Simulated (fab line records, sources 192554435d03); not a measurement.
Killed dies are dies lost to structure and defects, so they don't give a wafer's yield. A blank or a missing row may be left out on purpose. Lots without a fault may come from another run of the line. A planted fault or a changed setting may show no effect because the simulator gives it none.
Split-lot experiment | flow n5_finfet | 7 lots, 21 wafers read, on a route of 1938 steps

THE SPLIT
At N5_SD_EPI_N_COAT_33 (time 60 s, resist thk 35 nm), the setting spin_rpm was moved away from the recipe's 1500 rpm on 9 of the 21 wafers read, by -10.0% to +10.5%. The other wafers ran this setting at the recipe's value.

FROM THE SPLIT TO THE READING: what the file shows between them, 8 steps
- N5_SD_EPI_N_COAT_03: resist thk 150 nm (also split here: spin_rpm)
- N5_SD_EPI_N_EBR_05
- N5_SD_EPI_N_SOFTBAKE_04: time 60 s
- N5_SD_EPI_N_EXPOSE_06: exposes mask SD N BLK, target cd 120 nm
- N5_SD_EPI_N_PEB_07: peb time 60 s
- N5_SD_EPI_N_DEVELOP_08: develop time 30 s
- N5_SD_EPI_N_DESCUM_14: chemistry O2, time 7.9 s
- N5_SD_EPI_N_ETCH_34: etches SiARC in CF4, target depth 45.5 nm, time 75.8 s

THE READING
SiARC_of_SD_EPI_N_COAT_33.thk_nm (the simulator's own value, which no gauge read), in nm, at N5_SD_EPI_N_ETCH_35 (etches SOC in N2/H2, overetch 108 nm, time 486 s). The file gives no usual value for it. The 12 wafers here that ran the recipe average 19.9 nm, standard deviation 0.28 nm.

wafer  | tool, chamber at the split | spin_rpm as run, rpm | against the recipe | SiARC_of_SD_EPI_N_COAT_33.thk_nm, nm | against lot-mates on the recipe
L075.1 | litho_track-05, 0          | 1500                 | recipe             | 20                                   | -
L075.3 | litho_track-05, 0          | 1500                 | recipe             | 20                                   | -
L075.6 | litho_track-05, 0          | 1500                 | recipe             | 19.8                                 | -
L079.2 | litho_track-05, 0          | 1500                 | recipe             | 20.2                                 | -
L079.3 | litho_track-05, 0          | 1500                 | recipe             | 20.4                                 | -
L079.5 | litho_track-05, 0          | 1636                 | +9.1%              | 18.6                                 | -1.7
L082.1 | litho_track-01, 0          | 1350                 | -10.0%             | 22.4                                 | +2.4
L082.5 | litho_track-01, 0          | 1350                 | -10.0%             | 22.4                                 | +2.4
L082.2 | litho_track-01, 0          | 1500                 | recipe             | 20                                   | -
L083.2 | litho_track-01, 0          | 1450                 | -3.3%              | 20                                   | +0.6
L083.3 | litho_track-01, 0          | 1450                 | -3.3%              | 20.4                                 | +1.0
L083.4 | litho_track-01, 0          | 1500                 | recipe             | 19.4                                 | -
L086.2 | litho_track-01, 0          | 1500                 | recipe             | 19.6                                 | -
L086.5 | litho_track-01, 0          | 1420                 | -5.3%              | 21                                   | +1.1
L086.6 | litho_track-01, 0          | 1500                 | recipe             | 20.2                                 | -
L092.2 | litho_track-05, 0          | 1658                 | +10.5%             | 18.2                                 | -1.5
L092.5 | litho_track-05, 0          | 1500                 | recipe             | 19.8                                 | -
L092.6 | litho_track-05, 0          | 1500                 | recipe             | 19.6                                 | -
L097.2 | litho_track-05, 0          | 1396                 | -6.9%              | 20.6                                 | +0.8
L097.4 | litho_track-05, 0          | 1396                 | -6.9%              | 21                                   | +1.2
L097.5 | litho_track-05, 0          | 1500                 | recipe             | 19.8                                 | -

THE FIT
A straight line over all 21 wafers: SiARC_of_SD_EPI_N_COAT_33.thk_nm changes by -0.184 nm for each +1% of spin_rpm; r = -0.93; the points scatter about the line by 0.37 nm.
The same after taking each lot's own level away (the mean of its wafers on the recipe; 21 wafers): -0.19 nm for each +1%; r = -0.97; scatter 0.27 nm.
On that fit, the largest move of spin_rpm shifts the reading by 2 nm.
The lots' own levels span 19.40 to 20.30 nm, that is 3.3 times the standard deviation above.
So the lot-to-lot level changes the slope little: the two slopes agree.
Check: with one of the wafers moved furthest among these (+10.5%) left out of the fit, the line predicts -2.15 nm for it against its lot-mates. It came out at -1.5 nm against them.

OTHER SPLITS ON THESE WAFERS
These wafers also went through other splits before the reading. Each is held against what the fit with the lots' levels taken away leaves over:
other split on the same wafers        | wafers away from the commonest value | r with SiARC_of_SD_EPI_N_COAT_33.thk_nm (lot level and that fit taken away)
N5_WELL_APT_EXPOSE_05 dose_mj         | 10                                   | +0.31
N5_WELL_APT_DEVELOP_07 develop_time_s | 5                                    | +0.09
N5_FIN_SAQP_SPACER1_ALD_24 temp_c     | 7                                    | -0.47
N5_FIN_CUT_CUT_ETCH_15 time_s         | 6                                    | +0.04
N5_SD_EPI_N_COAT_03 spin_rpm          | 5                                    | -0.64

THE WHOLE CHAIN: every reading that the file lists as answering this split, in the file's order
step                | what it does                                           | reading                                                                           | change (the file's fit)               | r (the file's)
N5_SD_EPI_N_COAT_33 | time 60 s, resist thk 35 nm                            | SiARC_of_SD_EPI_N_COAT_33.thk_nm (the simulator's own value, which no gauge read) | -0.177 nm for each +1% of the setting | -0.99
N5_SD_EPI_N_ETCH_34 | etches SiARC in CF4, target depth 45.5 nm, time 75.8 s | etch_rf_on_time_s                                                                 | withheld for each +1% of the setting  | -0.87
N5_SD_EPI_N_ETCH_34 | etches SiARC in CF4, target depth 45.5 nm, time 75.8 s | etch.depth_nm (the simulator's own value, which no gauge read)                    | -0.176 nm for each +1% of the setting | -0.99
N5_SD_EPI_N_ETCH_35 | etches SOC in N2/H2, overetch 108 nm, time 486 s       | SiARC_of_SD_EPI_N_COAT_33.thk_nm (the simulator's own value, which no gauge read) | -0.186 nm for each +1% of the setting | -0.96

THE FILE'S OWN FIT
SiARC_of_SD_EPI_N_COAT_33.thk_nm changes by -0.186 nm for each +1% of spin_rpm, r = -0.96.
